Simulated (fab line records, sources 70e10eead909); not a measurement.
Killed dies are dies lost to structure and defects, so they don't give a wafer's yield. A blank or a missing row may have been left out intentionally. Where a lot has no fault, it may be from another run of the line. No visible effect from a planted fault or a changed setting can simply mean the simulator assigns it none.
fab line records + flow nandHarc
record:
- lots: 12
- wafers: 36
- lastDay: 34
route steps=1302 shown A_ONON_D1@449 A_CHANNEL_HOLE_D1@451
lots that met no fault: from a run of the same line without faults
startH: hours from the record's first day to the start of the lot's first wafer shown + waitH: time in hours since the lot's previous step + " the same as in the row above + L1.1+2: a row that stands for several wafers + - no value, or no start was given + * or withheld: withheld + < > ~ a bound
route shown NAME@n: a module of which the file shows steps, and the number in the route of the first + usual: the fault-free wafers' mean and standard deviation + same: alike in all rows + chamber/n: place in a boat + sites: readings site by site + _std_site: their standard deviation + _edge_site: the outer-site mean with the inner-site mean subtracted + radiusMm: how far each site lies from the wafer's centre + mask NAME#n: copy n + behind: tool/chamber where the wafer was last shaped + hold: why the lot was held/for how many hours/how that ended + device: the transistor (n, p or np) that didn't switch + end of line: tests run on the same wafers once the route is complete + step lacking rows: just its recipe + killed: not the wafer's yield, but the dies lost to structure and defects at the first sort + map: dies across one wafer; x = killed, . = not, _ = none there
set.NAME: the setting the step ran with; set.NAME@STEP: the setting that earlier step ran with + model.NAME: the simulator's own value behind a step, which no gauge read
a sample of lots followed through the steps of the route, with each step as a table and each wafer as a row
services: the hour from which a tool's chamber was out of use, counted from the record's first day as startH (under 0 if before that day), plus the number of hours and why
== steps ==
step: NHARC_A_ONON_D1_INSPECT_32
usual:
- rawDefectCount: 70/28
| lot.wafer | tool             | chamber | startH | waitH | rawDefectCount |
|-----------|------------------|---------|--------|-------|----------------|
| L323.1    | defectInspect-02 | -       | 179.87 | 0.0   | 58             |
| L323.2    | "                | -       | "      | "     | 38             |
| L323.5    | "                | -       | "      | "     | 71             |
| L325.1    | defectInspect-01 | -       | 194.30 | 0.0   | 51             |
| L325.2    | "                | -       | "      | "     | 104            |
| L325.3    | "                | -       | "      | "     | 50             |
| L326.2    | defectInspect-01 | -       | 203.96 | 0.0   | 72             |
| L326.3    | "                | -       | "      | "     | 105            |
| L326.6    | "                | -       | "      | "     | 68             |
| L329.3    | defectInspect-02 | -       | 242.48 | 0.0   | 66             |
| L329.5    | "                | -       | "      | "     | 47             |
| L329.6    | "                | -       | "      | "     | 53             |
| L332.1    | defectInspect-01 | -       | 270.64 | 0.0   | 64             |
| L332.5    | "                | -       | "      | "     | 56             |
| L332.6    | "                | -       | "      | "     | 51             |
| L337.1    | defectInspect-01 | -       | 322.59 | 0.0   | 85             |
| L337.4    | "                | -       | "      | "     | 57             |
| L337.5    | "                | -       | "      | "     | 42             |
| L338.3    | defectInspect-02 | -       | 342.54 | 0.0   | 78             |
| L338.5    | "                | -       | "      | "     | 81             |
| L338.6    | "                | -       | "      | "     | 71             |
| L340.1    | defectInspect-02 | -       | 342.82 | 0.0   | 104            |
| L340.5    | "                | -       | "      | "     | 106            |
| L340.6    | "                | -       | "      | "     | 91             |
| L342.2    | defectInspect-02 | -       | 377.81 | 0.0   | 50             |
| L342.4    | "                | -       | "      | "     | 48             |
| L342.6    | "                | -       | "      | "     | 43             |
| L344.1    | defectInspect-02 | -       | 386.16 | 0.0   | 102            |
| L344.3    | "                | -       | "      | "     | 95             |
| L344.4    | "                | -       | "      | "     | 94             |
| L345.1    | defectInspect-01 | -       | 395.40 | 0.0   | 78             |
| L345.4    | "                | -       | "      | "     | 69             |
| L345.6    | "                | -       | "      | "     | 60             |
| L346.1    | defectInspect-02 | -       | 412.14 | 0.0   | 54             |
| L346.2    | "                | -       | "      | "     | 70             |
| L346.5    | "                | -       | "      | "     | 59             |
step: NHARC_A_CHANNEL_HOLE_D1_DEP_01
recipe:
- targetThkA: 1400
- targetThkNm: 140
- tempC: 400
- pressureTorr: 3.5
- flowSccm: 200
- rfW: 350
- material: SiON
usual:
- heaterPowerW: 708/76
- showerheadVppV: 1128/49
| lot.wafer | tool     | chamber | startH | waitH | heaterPowerW | showerheadVppV | sinceWetCleanH |
|-----------|----------|---------|--------|-------|--------------|----------------|----------------|
| L323.2    | pecvd-01 | 0       | 182.87 | 1.3   | 880          | 1063           | 39             |
| L323.1    | "        | 1       | "      | "     | 825          | 1081           | 39             |
| L323.5    | "        | 1       | "      | "     | 852          | 1055           | -              |
| L325.3    | pecvd-01 | 2       | 197.45 | 1.0   | 674          | 1031           | 54             |
| L325.1    | "        | 0       | "      | "     | 796          | 1071           | 54             |
| L325.2    | "        | 1       | "      | "     | 735          | 1072           | 54             |
| L326.2    | pecvd-03 | 0       | 208.24 | 1.3   | 715          | 1129           | 10             |
| L326.3    | "        | 1       | "      | "     | 636          | 1163           | 10             |
| L326.6    | "        | 0       | "      | "     | 573          | 1138           | -              |
| L329.3    | pecvd-01 | 2       | 244.45 | 1.0   | 627          | 1050           | 101            |
| L329.5    | "        | 0       | "      | "     | 810          | 1081           | -              |
| L329.6    | "        | 1       | "      | "     | 832          | 1112           | -              |
| L332.1    | pecvd-03 | 2       | 272.62 | 1.6   | 758          | 1169           | 74             |
| L332.6    | "        | 1       | "      | "     | 674          | 1164           | -              |
| L332.5    | "        | 0       | "      | "     | 701          | 1151           | -              |
| L337.1    | pecvd-01 | 2       | 327.54 | 1.7   | 650          | 1031           | 3              |
| L337.4    | "        | 0       | "      | "     | 871          | 1073           | -              |
| L337.5    | "        | 2       | "      | "     | 662          | 1039           | -              |
| L338.3    | pecvd-03 | 2       | 344.67 | 1.1   | 664          | 1148           | -              |
| L338.5    | "        | 0       | "      | "     | 621          | 1158           | -              |
| L338.6    | "        | 2       | "      | "     | 679          | 1138           | -              |
| L340.1    | pecvd-02 | 1       | 345.81 | 1.6   | 703          | 1148           | 106            |
| L340.5    | "        | 1       | "      | "     | 730          | 1130           | -              |
| L340.6    | "        | 2       | "      | "     | 747          | 1194           | -              |
| L342.2    | pecvd-03 | 1       | 384.49 | 1.5   | 624          | 1159           | 5              |
| L342.6    | "        | 1       | "      | "     | 646          | 1201           | -              |
| L342.4    | "        | 2       | "      | "     | 653          | 1171           | -              |
| L344.1    | pecvd-03 | 0       | 389.52 | 1.6   | 702          | 1139           | 10             |
| L344.3    | "        | 1       | "      | "     | 721          | 1173           | 10             |
| L344.4    | "        | 2       | "      | "     | 733          | 1150           | -              |
| L345.1    | pecvd-03 | 2       | 397.45 | 1.7   | 624          | 1175           | 18             |
| L345.6    | "        | 0       | "      | "     | 614          | 1119           | -              |
| L345.4    | "        | 2       | "      | "     | 617          | 1153           | -              |
| L346.1    | pecvd-03 | 0       | 414.55 | 1.6   | 679          | 1165           | 35             |
| L346.2    | "        | 1       | "      | "     | 708          | 1161           | 35             |
| L346.5    | "        | 1       | "      | "     | 720          | 1165           | -              |
step: NHARC_A_CHANNEL_HOLE_D1_DESCUM_15
recipe:
- timeS: 3
- o2FlowSccm: 200
- arFlowSccm: 0
- biasPowerW: 0
- chemistry: O2
usual:
- drypumpMotorCurrentA: 5.8/0.37
- oesProductAu: 1.000/0.0089
- rfVppV: 57.6/0.92
- showerheadPlenumPTorr: 1.90/0.09
- throttleValvePct: 11.311/0.0096
same:
- timeS: 3
| lot.wafer | tool       | chamber | startH | waitH | drypumpMotorCurrentA | oesProductAu | rfHoursCounterH | rfVppV | showerheadPlenumPTorr | throttleValvePct |
|-----------|------------|---------|--------|-------|----------------------|--------------|-----------------|--------|-----------------------|------------------|
| L323.1    | rieDiel-02 | 2       | 183.64 | 0.1   | 5.5                  | 0.995        | 10              | 57.0   | 1.84                  | 11.303           |
| L323.2    | "          | 3       | "      | "     | 5.4                  | 1.008        | 11              | 58.8   | 2.04                  | 11.297           |
| L323.5    | "          | 1       | "      | "     | 5.5                  | 0.993        | -               | 57.7   | 1.97                  | 11.305           |
| L325.2    | rieDiel-02 | 0       | 198.24 | 0.1   | 6.2                  | 0.987        | 13              | 57.1   | 1.80                  | 11.303           |
| L325.3    | "          | 1       | "      | "     | 5.5                  | 1.000        | 12              | 57.5   | 1.97                  | 11.310           |
| L325.1    | "          | 2       | "      | "     | 5.5                  | 0.977        | 12              | 58.3   | 1.84                  | 11.307           |
| L326.3    | rieDiel-02 | 2       | 208.99 | 0.1   | 5.5                  | 0.991        | 13              | 57.3   | 1.84                  | 11.309           |
| L326.2    | "          | 1       | "      | "     | 5.5                  | 1.004        | 14              | 58.4   | 1.97                  | 11.327           |
| L326.6    | "          | 2       | "      | "     | 5.5                  | 0.983        | -               | 56.7   | 1.84                  | 11.307           |
| L329.3    | rieDiel-02 | 2       | 245.23 | 0.1   | 5.5                  | 1.009        | 1               | 57.9   | 1.84                  | 11.312           |
| L329.6    | "          | 2       | "      | "     | 5.5                  | 1.002        | -               | 57.9   | 1.84                  | 11.304           |
| L329.5    | "          | 3       | "      | "     | 5.4                  | 0.999        | -               | 57.7   | 2.04                  | 11.312           |
| L332.1    | rieDiel-02 | 1       | 273.52 | 0.1   | 5.5                  | 1.006        | 4               | 59.2   | 1.97                  | 11.315           |
| L332.6    | "          | 3       | "      | "     | 5.4                  | 1.005        | -               | 58.8   | 2.04                  | 11.314           |
| L332.5    | "          | 0       | "      | "     | 6.2                  | 0.996        | -               | 56.6   | 1.79                  | 11.320           |
| L337.1    | rieDiel-02 | 3       | 328.41 | 0.1   | 5.4                  | 1.005        | 10              | 59.1   | 2.04                  | 11.297           |
| L337.4    | "          | 0       | "      | "     | 6.1                  | 0.997        | 10              | 57.7   | 1.79                  | 11.305           |
| L337.5    | "          | 1       | "      | "     | 5.5                  | 0.990        | -               | 55.7   | 1.97                  | 11.306           |
| L338.3    | rieDiel-02 | 3       | 345.56 | 0.1   | 5.4                  | 1.007        | 11              | 58.8   | 2.03                  | 11.321           |
| L338.6    | "          | 0       | "      | "     | 6.2                  | 0.999        | -               | 56.6   | 1.79                  | 11.322           |
| L338.5    | "          | 1       | "      | "     | 5.5                  | 1.006        | -               | 58.0   | 1.97                  | 11.317           |
| L340.1    | rieDiel-02 | 3       | 346.74 | 0.1   | 5.4                  | 0.999        | 11              | 58.5   | 2.03                  | 11.311           |
| L340.6    | "          | 0       | "      | "     | 6.1                  | 0.992        | -               | 60.3   | 1.79                  | 11.317           |
| L340.5    | "          | 1       | "      | "     | 5.5                  | 0.996        | -               | 57.8   | 1.97                  | 11.299           |
| L342.2    | rieDiel-11 | 0       | 385.41 | 0.1   | 6.2                  | 0.991        | 41              | 56.4   | 1.79                  | 11.323           |
| L342.4    | "          | 1       | "      | "     | 6.2                  | 1.003        | 41              | 56.4   | 1.87                  | 11.313           |
| L342.6    | "          | 3       | "      | "     | 6.1                  | 0.987        | -               | 57.3   | 1.94                  | 11.296           |
| L344.3    | rieDiel-02 | 1       | 390.41 | 0.1   | 5.6                  | 1.002        | 15              | 60.2   | 1.97                  | 11.300           |
| L344.4    | "          | 2       | "      | "     | 5.6                  | 1.019        | 15              | 56.0   | 1.84                  | 11.304           |
| L344.1    | "          | 3       | "      | "     | 5.4                  | 0.997        | 15              | 57.8   | 2.03                  | 11.301           |
| L345.4    | rieDiel-11 | 0       | 398.31 | 0.1   | 6.2                  | 0.983        | 46              | 57.4   | 1.79                  | 11.289           |
| L345.1    | "          | 1       | "      | "     | 6.2                  | 1.007        | 46              | 57.0   | 1.86                  | 11.319           |
| L345.6    | "          | 3       | "      | "     | 6.1                  | 0.993        | -               | 58.1   | 1.94                  | 11.314           |
| L346.1    | rieDiel-02 | 1       | 415.34 | 0.1   | 5.5                  | 1.004        | 1               | 58.1   | 1.97                  | 11.308           |
| L346.2    | "          | 2       | "      | "     | 5.5                  | 1.004        | 1               | 58.4   | 1.84                  | 11.326           |
| L346.5    | "          | 0       | "      | "     | 6.1                  | 1.003        | -               | 57.3   | 1.79                  | 11.309           |
step: NHARC_A_CHANNEL_HOLE_D1_ETCH_21
recipe:
- biasV: 3000
- sourceW: withheld
- pressureMtorr: 20
- timeS: 514.3
- arFlowSccm: 375
- c4f8FlowSccm: 89.3
- o2FlowSccm: 35.7
- tempC: -20
- targetDepthA: 16000
- chemistry: C4F8/O2/Ar
usual:
- c4f8FlowSccm: 89.28/0.29
- chamberPressureMTorr: 20.000/0.018
- drypumpMotorCurrentA: 6.0/0.33
- heBacksideLeakSccm: 6.2/0.46
- showerheadPlenumPTorr: 3.66/0.12
- throttleValvePct: 32.154/0.0093
- timeS: 514.3/0
| lot.wafer | tool       | chamber | startH | waitH | c4f8FlowSccm | chamberPressureMTorr | drypumpMotorCurrentA | heBacksideLeakSccm | rfHoursCounterH | showerheadPlenumPTorr | throttleValvePct | timeS |
|-----------|------------|---------|--------|-------|--------------|----------------------|----------------------|--------------------|-----------------|-----------------------|------------------|-------|
| L323.2    | harEtch-01 | 0       | 185.23 | 0.3   | 89.19        | 19.958               | 5.9                  | 6.3                | 92              | 3.73                  | 32.162           | 514.3 |
| L323.1    | "          | 1       | "      | "     | 89.11        | 20.008               | 5.8                  | 5.3                | 92              | 3.73                  | 32.148           | 514.3 |
| L323.5    | "          | 0       | "      | "     | 89.17        | 19.990               | 5.9                  | 6.1                | -               | 3.73                  | 32.154           | 514.3 |
| L325.2    | harEtch-02 | 0       | 199.84 | 0.3   | 89.09        | 20.005               | 6.6                  | 6.2                | 311             | 3.57                  | 32.166           | 514.3 |
| L325.1    | "          | 1       | "      | "     | 88.80        | 19.981               | 5.7                  | 6.2                | 311             | 3.41                  | 32.161           | 514.3 |
| L325.3    | "          | 0       | "      | "     | 88.83        | 20.008               | 6.6                  | 5.8                | -               | 3.57                  | 32.155           | 514.3 |
| L326.2    | harEtch-02 | 0       | 212.56 | 0.3   | 88.94        | 20.000               | 6.6                  | 5.9                | 318             | 3.57                  | 32.155           | 514.3 |
| L326.3    | "          | 0       | "      | "     | 89.28        | 19.990               | 6.6                  | 6.1                | -               | 3.57                  | 32.143           | 514.3 |
| L326.6    | "          | 0       | "      | "     | 89.38        | 19.991               | 6.6                  | 6.3                | -               | 3.57                  | 32.152           | 514.3 |
| L329.3    | harEtch-01 | 1       | 247.30 | 0.3   | 89.58        | 20.008               | 5.8                  | 5.8                | -               | 3.72                  | 32.151           | 514.3 |
| L329.5    | "          | 1       | "      | "     | 89.75        | 20.000               | 5.8                  | 6.0                | -               | 3.72                  | 32.151           | 514.3 |
| L329.6    | "          | 0       | "      | "     | 89.56        | 19.998               | 5.9                  | 6.4                | -               | 3.72                  | 32.134           | 514.3 |
| L332.1    | harEtch-01 | 1       | 276.42 | 0.3   | 89.61        | 19.982               | 5.8                  | 6.6                | 142             | 3.71                  | 32.164           | 514.3 |
| L332.5    | "          | 0       | "      | "     | 89.41        | 19.979               | 5.9                  | 6.1                | -               | 3.71                  | 32.160           | 514.3 |
| L332.6    | "          | 1       | "      | "     | 89.50        | 19.990               | 5.8                  | 6.2                | -               | 3.71                  | 32.146           | 514.3 |
| L337.1    | harEtch-01 | 0       | 330.07 | 0.3   | -            | -                    | -                    | -                  | -               | -                     | -                | -     |
| L337.4    | "          | 1       | "      | "     | -            | -                    | -                    | -                  | -               | -                     | -                | -     |
| L337.5    | "          | 0       | "      | "     | -            | -                    | -                    | -                  | -               | -                     | -                | -     |
| L338.3    | harEtch-02 | 0       | 347.30 | 0.3   | -            | -                    | -                    | -                  | -               | -                     | -                | -     |
| L338.5    | "          | 0       | "      | "     | -            | -                    | -                    | -                  | -               | -                     | -                | -     |
| L338.6    | "          | 1       | "      | "     | -            | -                    | -                    | -                  | -               | -                     | -                | -     |
| L340.1    | harEtch-02 | 1       | 351.30 | 0.3   | 89.60        | 20.034               | 5.7                  | 6.9                | 387             | 3.91                  | 32.156           | 514.3 |
| L340.6    | "          | 1       | "      | "     | 88.98        | 19.996               | 5.6                  | 6.8                | -               | 3.91                  | 32.149           | 514.3 |
| L340.5    | "          | 0       | "      | "     | 89.38        | 20.035               | 6.6                  | 6.7                | -               | 3.53                  | 32.139           | 514.3 |
| L342.2    | harEtch-01 | 1       | 387.05 | 0.3   | 89.10        | 19.999               | 5.8                  | 6.0                | 203             | 3.67                  | 32.143           | 514.3 |
| L342.4    | "          | 1       | "      | "     | 89.35        | 19.971               | 5.8                  | 6.3                | -               | 3.67                  | 32.149           | 514.3 |
| L342.6    | "          | 1       | "      | "     | 89.46        | 20.013               | 5.8                  | 5.9                | -               | 3.67                  | 32.159           | 514.3 |
| L344.1    | harEtch-01 | 1       | 395.39 | 0.3   | 89.06        | 19.990               | 5.8                  | 6.1                | 211             | 3.67                  | 32.163           | 514.3 |
| L344.4    | "          | 1       | "      | "     | 88.88        | 20.025               | 5.8                  | 6.2                | -               | 3.67                  | 32.153           | 514.3 |
| L344.3    | "          | 0       | "      | "     | 89.55        | 20.004               | 5.9                  | 6.8                | -               | 3.67                  | 32.148           | 514.3 |
| L345.1    | harEtch-01 | 1       | 399.90 | 0.3   | 89.21        | 20.000               | 5.8                  | 6.2                | 214             | 3.67                  | 32.150           | 514.3 |
| L345.4    | "          | 0       | "      | "     | 89.44        | 20.025               | 5.9                  | 6.9                | -               | 3.67                  | 32.151           | 514.3 |
| L345.6    | "          | 1       | "      | "     | 89.04        | 19.994               | 5.8                  | 6.3                | -               | 3.67                  | 32.154           | 514.3 |
| L346.1    | harEtch-01 | 0       | 418.94 | 0.3   | 89.29        | 19.976               | 5.9                  | 7.0                | 226             | 3.66                  | 32.163           | 514.3 |
| L346.2    | "          | 1       | "      | "     | 89.59        | 19.990               | 5.8                  | 6.0                | 226             | 3.66                  | 32.161           | 514.3 |
| L346.5    | "          | 1       | "      | "     | 89.56        | 20.031               | 5.8                  | 6.4                | -               | 3.66                  | 32.153           | 514.3 |
step: NHARC_A_CHANNEL_HOLE_D1_CD_MEAS_30
usual:
- cdNm: 90.3/1.4
| lot.wafer | tool     | chamber | startH | waitH | hold                    | cdNm |
|-----------|----------|---------|--------|-------|-------------------------|------|
| L323.1    | cdSem-01 | -       | 190.33 | -     | -                       | 89.7 |
| L323.2    | "        | -       | "      | "     | -                       | 90.0 |
| L323.5    | "        | -       | "      | "     | -                       | 89.9 |
| L325.1    | cdSem-02 | -       | 204.93 | -     | -                       | 91.1 |
| L325.2    | "        | -       | "      | "     | -                       | 92.0 |
| L325.3    | "        | -       | "      | "     | -                       | 91.7 |
| L326.2    | cdSem-03 | -       | 217.80 | -     | -                       | 88.8 |
| L326.3    | "        | -       | "      | "     | -                       | 89.9 |
| L326.6    | "        | -       | "      | "     | -                       | 90.6 |
| L329.3    | cdSem-02 | -       | 252.25 | -     | -                       | 90.8 |
| L329.5    | "        | -       | "      | "     | -                       | 92.1 |
| L329.6    | "        | -       | "      | "     | -                       | 89.9 |
| L332.1    | cdSem-02 | -       | 281.47 | -     | -                       | 89.9 |
| L332.5    | "        | -       | "      | "     | -                       | 87.9 |
| L332.6    | "        | -       | "      | "     | -                       | 88.2 |
| L337.1    | cdSem-03 | -       | 335.11 | -     | awaitDispo/0.2h/release | 0.9  |
| L337.4    | "        | -       | "      | "     | awaitDispo/0.2h/release | 1.2  |
| L337.5    | "        | -       | "      | "     | awaitDispo/0.2h/release | 1.3  |
| L337.1    | cdSem-03 | -       | 335.30 | 0.2   | -                       | 1.0  |
| L337.4    | "        | -       | "      | "     | -                       | 1.0  |
| L337.5    | "        | -       | "      | "     | -                       | 1.5  |
| L338.3    | cdSem-03 | -       | 352.50 | -     | awaitDispo/0.2h/release | 0.1  |
| L338.5    | "        | -       | "      | "     | awaitDispo/0.2h/release | -0.2 |
| L338.6    | "        | -       | "      | "     | awaitDispo/0.2h/release | 0.2  |
| L338.3    | cdSem-03 | -       | 352.69 | 0.2   | -                       | 0.0  |
| L338.5    | "        | -       | "      | "     | -                       | -0.2 |
| L338.6    | "        | -       | "      | "     | -                       | 0.1  |
| L340.1    | cdSem-01 | -       | 356.40 | -     | -                       | 87.9 |
| L340.5    | "        | -       | "      | "     | -                       | 86.9 |
| L340.6    | "        | -       | "      | "     | -                       | 88.3 |
| L342.2    | cdSem-01 | -       | 392.27 | -     | -                       | 92.3 |
| L342.4    | "        | -       | "      | "     | -                       | 90.7 |
| L342.6    | "        | -       | "      | "     | -                       | 89.6 |
| L344.1    | cdSem-01 | -       | 400.51 | -     | -                       | 93.6 |
| L344.3    | "        | -       | "      | "     | -                       | 90.2 |
| L344.4    | "        | -       | "      | "     | -                       | 92.9 |
| L345.1    | cdSem-03 | -       | 404.98 | -     | -                       | 90.5 |
| L345.4    | "        | -       | "      | "     | -                       | 88.4 |
| L345.6    | "        | -       | "      | "     | -                       | 91.6 |
| L346.1    | cdSem-01 | -       | 424.05 | -     | -                       | 87.3 |
| L346.2    | "        | -       | "      | "     | -                       | 90.0 |
| L346.5    | "        | -       | "      | "     | -                       | 90.5 |
== services ==
| tool       | chamber | startH | hours | kind   |
|------------|---------|--------|-------|--------|
| rieDiel-02 | 0       | 171.20 | -     | clean  |
| rieDiel-02 | 1       | 171.20 | -     | clean  |
| rieDiel-02 | 2       | 171.20 | -     | clean  |
| rieDiel-02 | 3       | 171.20 | -     | clean  |
| pecvd-03   | -       | 185.31 | 13.0  | pm     |
| rieDiel-02 | 0       | 195.70 | -     | clean  |
| pecvd-01   | -       | 204.77 | 3.1   | repair |
| rieDiel-02 | -       | 216.70 | 9.0   | pm     |
| pecvd-02   | 1       | 217.51 | 4.9   | repair |
| rieDiel-11 | 1       | 218.96 | 1.8   | repair |
| pecvd-02   | -       | 227.00 | 13.0  | pm     |
| rieDiel-02 | 1       | 253.46 | 3.1   | repair |
| rieDiel-11 | -       | 258.98 | 9.0   | pm     |
| pecvd-01   | -       | 311.64 | 13.0  | pm     |
| pecvd-03   | 1       | 344.40 | 6.2   | repair |
| pecvd-03   | -       | 366.31 | 13.0  | pm     |
| pecvd-01   | 1       | 372.09 | 7.2   | repair |
| pecvd-02   | -       | 375.16 | 0.9   | repair |
| harEtch-02 | -       | 377.42 | 17.0  | pm     |
| rieDiel-11 | 2       | 379.91 | 2.2   | repair |
| rieDiel-02 | -       | 393.70 | 9.0   | pm     |
| pecvd-03   | -       | 402.64 | 0.9   | repair |
| pecvd-02   | -       | 408.03 | 13.0  | pm     |
| pecvd-01   | -       | 409.46 | 0.5   | repair |
== key ==
firstSign:
- step: NHARC_A_CHANNEL_HOLE_D1_ETCH_21
- reading: toolRecord
- direction: missing
effect:
- step: NHARC_A_CHANNEL_HOLE_D1_CD_MEAS_30
- reading: visit
- direction: added
effect:
- step: NHARC_A_CHANNEL_HOLE_D1_CD_MEAS_30
- reading: cdNm
- direction: down
- sigmas: 63
- usual: 90.3
- struck: 0.6
metAt NHARC_A_CHANNEL_HOLE_D1_ETCH_21
struckLots L337,L338
scrappedBehind NHARC_A_CHANNEL_HOLE_D1_CD_MEAS_30 L337.1,L337.4,L337.5,L338.3,L338.5,L338.6
notActingAt NHARC_A_ONON_D1_INSPECT_32,NHARC_A_CHANNEL_HOLE_D1_DEP_01,NHARC_A_CHANNEL_HOLE_D1_DESCUM_15
onsetBetween 276.42 330.07
fault:
- kind: skippedStepWhole
- tool: harEtch-01,harEtch-02
- chamber: -
- onsetH: 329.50
- steps: NHARC_A_CHANNEL_HOLE_D1_ETCH_21
- scope: struckLotsOnly
